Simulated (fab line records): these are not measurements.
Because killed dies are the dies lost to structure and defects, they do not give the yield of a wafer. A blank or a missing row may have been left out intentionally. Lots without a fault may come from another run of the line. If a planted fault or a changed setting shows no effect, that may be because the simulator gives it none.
A struck lot beside a sound one :: flow n5Finfet :: 38 out of 1938 route steps
Sound: the wafers L734.3, L734.4, L734.6. Struck: wafer L739.4 (left out: L739.1, a lot-mate that was not struck); the cause follows at the end.
Each step with rows lists, per side, the tool, then ch with its chambers, then its first start. Under that, the readings that differ: sound wafers :: struck wafers :: difference of the means :: sigmas: that difference in standard deviations of wafers without a fault.
alike: same words and numbers on both sides, and readings whose means sit less than 2 such deviations apart. not compared: any withheld reading, any reading some wafer has no value for, any bound like >300 that may hide the same value, and any number with overlapping values for which the record gives no deviation.
Wherever a step has rows on one side only, a row that says differs or no value, or a row with sigmas, the two part there. When numbers do not overlap yet have no deviation, they are printed without sigmas and do not part them. A reading missing from all wafers of one side parts the sides only when that side holds two or more wafers.

first, 9 steps without rows for these wafers: N5_BEOL_M14_PRE_CLEAN_42 (time 30 s); N5_BEOL_M14_SPUTTER_43 (material TaN, target thk 15 nm, time 24.19 s); N5_BEOL_M14_SPUTTER_44 (material Ta, target thk 15 nm, time 24.19 s); N5_BEOL_M14_SPUTTER_45 (material Cu, target thk 100 nm, time 16.67 s); N5_BEOL_M14_ECD_47 (material Cu, target thk 1248 nm); N5_BEOL_M14_ANNEAL_48 (time 90 s); N5_BEOL_M14_CMP_49 (polishes, stops on SiO2, t overpolish 5.2 s, target thk 560 nm); N5_BEOL_M14_PRE_CLEAN_52 (time 15 s); N5_BEOL_M14_DEP_53 (deposits SiCN from 3MS/NH3, target thk 50 nm, time 17.8 s).
N5_BEOL_M15_ILD_DEP_00: deposits SiO2 from TEOS/O2, target thk 1629.3 nm, time 346.1 s.
  sound on pecvd-02 ch 0,2, day 11 19:48; struck on pecvd-02 ch 2, day 13 12:10
reading: chamberPressureTorr (Torr)
sound: 6.505 6.493 6.523
struck: 6.468
difference: -0.039
sigmas: -3

reading: runLengthS (s)
sound: 387.9 388.0 387.9
struck: 307.4
difference: -80.5
sigmas: -99 or more

reading: model.SiO2_of_BEOL_M15_ILD_DEP_00.thkNm (nm)
sound: 1632 1608 1648
struck: 1274
difference: -355
sigmas: 
  alike: heaterPowerW, showerheadPlenumPTorr, throttleValvePct
N5_BEOL_M15_THK_MEAS_01:
  sound: filmMetro-02 at day 11 20:03; struck: filmMetro-02 at day 13 12:25
reading: M15_ILD_THK (nm)
sound: 1633 1607 1647
struck: 1274
difference: -355
sigmas: -18
then, 10 steps without rows for these wafers: N5_BEOL_M15_COAT_58 (time 60 s, resist thk 89 nm); N5_BEOL_M15_COAT_04 (resist thk 800 nm); N5_BEOL_M15_EBR_06; N5_BEOL_M15_SOFTBAKE_05 (time 60 s); N5_BEOL_M15_EXPOSE_07 (exposes mask V14); N5_BEOL_M15_PEB_08 (peb time 90 s); N5_BEOL_M15_DEVELOP_09 (develop time 45 s); N5_BEOL_M15_HARDBAKE_14 (time 120 s); N5_BEOL_M15_DESCUM_15 (chemistry O2, time 7.9 s); N5_BEOL_M15_ETCH_59 (etches BARC in N2/H2, target depth 89 nm, overetch 26.7 nm, time 67.9 s).
N5_BEOL_M15_VIA_ETCH_16: etches SiO2 in C4F8/O2/Ar, target depth 1792.2 nm.
  sound on rieDiel-04 ch 0,2,3, day 11 20:39; struck on rieDiel-04 ch 1, day 13 13:02
reading: rfVppV (V)
sound: 2193 2196 2231
struck: 2258
difference: +51
sigmas: +2

reading: model.etch.depthNm (nm)
sound: 1632 1608 1648
struck: 1274
difference: -355
sigmas: 

reading: model.coat_of_BEOL_M15_COAT_04.thkNm (nm)
sound: 333.8 332.2 327.6
struck: 416.8
difference: +85.6
sigmas: 
  alike: drypumpMotorCurrentA, mfcArSccm, oesProductAu, showerheadPlenumPTorr, throttleValvePct
then, 4 steps without rows for these wafers: N5_BEOL_M15_STRIP_63 (strips in O2); N5_BEOL_M15_STRIP_64 (strips in O2); N5_BEOL_M15_STRIP_65 (strips in post etch residue remover, time 60 s); N5_BEOL_M15_SRD_66 (time 30 s, dry time 30 s).
N5_BEOL_M15_CD_MEAS_17 targets a cd of 360 nm.
  sound: cdSem-02 at day 11 21:04; struck: cdSem-02 at day 13 13:26
reading: cdNm (nm)
sound: 360.6 359.1 359.9
struck: 356.3
difference: -3.6
sigmas: -2
then, 9 steps without rows for these wafers: N5_BEOL_M15_COAT_56 (time 60 s, resist thk 550 nm); N5_BEOL_M15_ETCH_57 (etches SOC in N2/H2, time 750 s); N5_BEOL_M15_COAT_60 (time 60 s, resist thk 89 nm); N5_BEOL_M15_COAT_22 (resist thk 800 nm); N5_BEOL_M15_EBR_24; N5_BEOL_M15_SOFTBAKE_23 (time 60 s); N5_BEOL_M15_EXPOSE_25 (exposes mask M15, target cd 400 nm); N5_BEOL_M15_PEB_26 (peb time 90 s); N5_BEOL_M15_DEVELOP_27 (develop time 45 s).
N5_BEOL_M15_CMP_49: polishes, stops on SiO2, t overpolish 4.9 s, target thk 850 nm.
  sound on cmp-03 ch 1,3, day 12 01:52; struck on cmp-01 ch 0, day 13 19:01
reading: motorCurrentA (A)
sound: 7.0 8.1 7.8
struck: 9.5
difference: +1.9
sigmas: +3

reading: slurryFlowMlMin
sound: 149.8 149.4 150.1
struck: 150.9
difference: +1.1
sigmas: +3

reading: model.SiO2_of_BEOL_M15_ILD_DEP_00.thkNm (nm)
sound: 1555 1530 1570
struck: 1195
difference: -357
sigmas: 
  alike: clearingPlatenDownForcePsi
N5_PASSIVATION_PROBE_49:
  sound: prober-02 at day 12 17:49; struck: prober-02 at day 14 11:46
reading: defectLimitedYield (%)
sound: 91.4 90.0 89.7
struck: 93.5
difference: +3.1
sigmas: +2

reading: killed_at_M4_up
sound: 6 28 28
struck: 8
difference: -13
sigmas: -2

reading: killedDies
sound: 101 118 122
struck: 77
difference: -37
sigmas: -2

reading: killedShort
sound: 37 36 46
struck: 21
difference: -19
sigmas: -2

reading: sortNPass
sound: 1079 1062 1058
struck: 1103
difference: +37
sigmas: +2

reading: sortYieldPct (%)
sound: 91.4 90.0 89.7
struck: 93.5
difference: +3.1
sigmas: +2
  alike: killed_at_M0_to_M3, killedAtContacts, killedAtFrontEnd, killedAtOther, killedOnRim, killedOpen, sort_bin_5_function, sort_bin_6_memory

== WHERE THEY PART ==
First at N5_BEOL_M15_ILD_DEP_00; last, within this record, at N5_PASSIVATION_PROBE_49.

WHY: what had been put in by the simulator
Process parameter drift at N5_BEOL_M15_ILD_DEP_00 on pecvd-02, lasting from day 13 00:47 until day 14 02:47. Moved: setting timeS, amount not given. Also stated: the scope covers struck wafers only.
